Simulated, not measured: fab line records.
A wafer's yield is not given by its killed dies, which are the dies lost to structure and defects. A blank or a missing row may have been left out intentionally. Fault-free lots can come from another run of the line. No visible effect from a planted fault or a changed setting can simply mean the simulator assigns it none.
Comparing a struck lot with a sound one / flow nand harc / 14 out of 1159 route steps
Sound: these wafers, L870.2, L870.5, L870.6. Struck: wafers L873.1, L873.3, L873.6. The cause is given at the end.
At each step with rows: each side's tool, then ch and its chambers, then its first start. Under that, the readings that differ: sound wafers / struck wafers / difference of the means / sigmas: that difference in standard deviations of wafers without a fault.
alike: readings with means less than 2 such deviations apart, plus words and numbers identical on both sides. not compared: withheld readings, readings lacking a value on some wafer, bounds such as >300 that could conceal the same value, and numbers that have no deviation in the record and whose values overlap.
The two part at a step that has a row with sigmas, a row that says differs or no value, or rows on one side only. Non-overlapping numbers with no deviation appear without sigmas and do not part them. Lack of a reading on every wafer of one side parts them only where that side has two or more wafers.

first, 7 steps without rows for these wafers: NHARC_A_ZERO_WELL_COAT_18 (time 65 s); NHARC_A_ZERO_WELL_COAT_04 (resist thk 600 nm); NHARC_A_ZERO_WELL_SOFTBAKE_05 (time 70 s); NHARC_A_ZERO_WELL_EBR_06; NHARC_A_ZERO_WELL_EXPOSE_07 (exposes mask A ZERO); NHARC_A_ZERO_WELL_PEB_08 (peb time 80 s); NHARC_A_ZERO_WELL_DEVELOP_09 (time 50 s).
NHARC_A_ZERO_WELL_CD_MEAS_10: target cd 2000 nm.
  sound on cd sem-03 ch 0, day 7 02:11; struck on cd sem-02 ch 0, day 8 02:25
  alike: cd nm
then, 1 step without rows for these wafers: NHARC_A_ZERO_WELL_HARDBAKE_11 (time 65 s).
NHARC_A_ZERO_WELL_DESCUM_12: chemistry O2, time 3 s.
  sound on rie diel-13 ch 0,1,2, day 7 02:22; struck on rie diel-07 ch 0,2, day 8 02:34
  alike: drypump motor current A, o2 flow sccm, oes product au, rf vpp V, showerhead plenum p Torr, throttle valve pct
  not compared: rf hours counter h
NHARC_A_ZERO_WELL_ETCH_19: etches the open film in N2/H2, target depth 80 nm, overetch 24 nm, time 87.88 s.
  sound on rie diel-13 ch 0,2,3, day 7 02:26; struck on rie diel-07 ch 0,1, day 8 02:40
  alike: drypump motor current A, oes product au, rf fwd power W, rf vpp V, showerhead plenum p Torr, throttle valve pct
  not compared: rf hours counter h
NHARC_A_ZERO_WELL_ETCH_13: etches the open film in HBr/Cl2, target depth 120 nm, time 40.1 s.
  sound on rie si-01 ch 0,1,2, day 7 02:35; struck on rie si-06 ch 0,2, day 8 02:49
  alike: drypump motor current A, hbr flow sccm, oes product au, rf fwd power W, throttle valve pct
  not compared: rf hours counter h
NHARC_A_ZERO_WELL_STRIP_14: strips in SPM, time 900 s.
  sound on wet bench-02 ch 0,6,7, day 7 02:43; struck on wet bench-07 ch 1,3,4, day 8 02:58
  no value came back on the struck wafers for bath guard temp C (C), bath heat duty pct (%); on the sound wafers bath guard temp C (C) reads 129.7 130.5 130.5
-- the record jumps here: 14 days lie between the struck wafers' starts before and after (it left off in module A_ZERO_WELL and takes up again in module END, whose first step shown is number 1159 of the route) --
NHARC_END_SORT_01:
  at this point the record logs the struck wafers (prober-02 ch 0, day 21 16:55) and has no rows for the sound ones

WHERE THEY PART
Last at NHARC_END_SORT_01 as far as this record goes, first at NHARC_A_ZERO_WELL_STRIP_14.

WHY: whatever the simulator had introduced
Entire step skipped (wet bench-07, NHARC_A_ZERO_WELL_STRIP_14), from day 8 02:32 onward. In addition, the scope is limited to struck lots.
